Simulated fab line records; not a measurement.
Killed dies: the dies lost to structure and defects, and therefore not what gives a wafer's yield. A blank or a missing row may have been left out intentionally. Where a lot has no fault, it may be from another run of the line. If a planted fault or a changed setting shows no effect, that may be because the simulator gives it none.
Chamber matching + flow nand-harc + NHARC_A_STAIRCASE_DEP_156 on pecvd-02: 3 sister chambers
The step deposits SiNx, target thk 50 nm. 3 wafers are shown with their chamber, then 10 later ones without.

WAFERS PAIRED WITH THEIR CHAMBERS
| wafer  | chamber | heater-power-w (W) |
|--------|---------|--------------------|
| L093.4 | 2       | 993                |
| L094.4 | 0       | 682                |
| L094.5 | 1       | 681                |

WAFERS WITH NO CHAMBER GIVEN
| wafer  | heater-power-w (W) |
|--------|--------------------|
| L094.6 | 1009               |
| L095.2 | 744                |
| L095.5 | 900                |
| L095.6 | 725                |
| L097.3 | 613                |
| L097.4 | 995                |
| L097.6 | 623                |
| L096.3 | 910                |
| L096.4 | 644                |
| L096.5 | 908                |

EACH ONE'S CHAMBER
| wafer  | from the rows above     | in truth |
|--------|-------------------------|----------|
| L094.6 | 2                       | 2        |
| L095.2 | can't be placed: 0 or 1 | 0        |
| L095.5 | 2                       | 2        |
| L095.6 | can't be placed: 0 or 1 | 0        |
| L097.3 | can't be placed: 1 or 0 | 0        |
| L097.4 | 2                       | 2        |
| L097.6 | can't be placed: 1 or 0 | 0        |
| L096.3 | 2                       | 2        |
| L096.4 | can't be placed: 1 or 0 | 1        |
| L096.5 | 2                       | 2        |
Placed correctly: 5 of 10. Can't be placed from these rows: 5 (the true chamber is among the candidates in 5). Number placed wrongly: 0.
How it was worked out, from the rows above alone: a wafer's distance from a chamber is the root of the sum, over the readings, of the square of ((its reading less the chamber's mean) divided by the reading's scatter). If the next closest chamber is less than 2 further off than the closest, the wafer can't be placed; otherwise it belongs to the closest. A chamber's mean is the mean of its shown wafers. The scatter: root of mean squared gap, hidden wafer to nearest shown wafer, with one shown wafer a chamber.
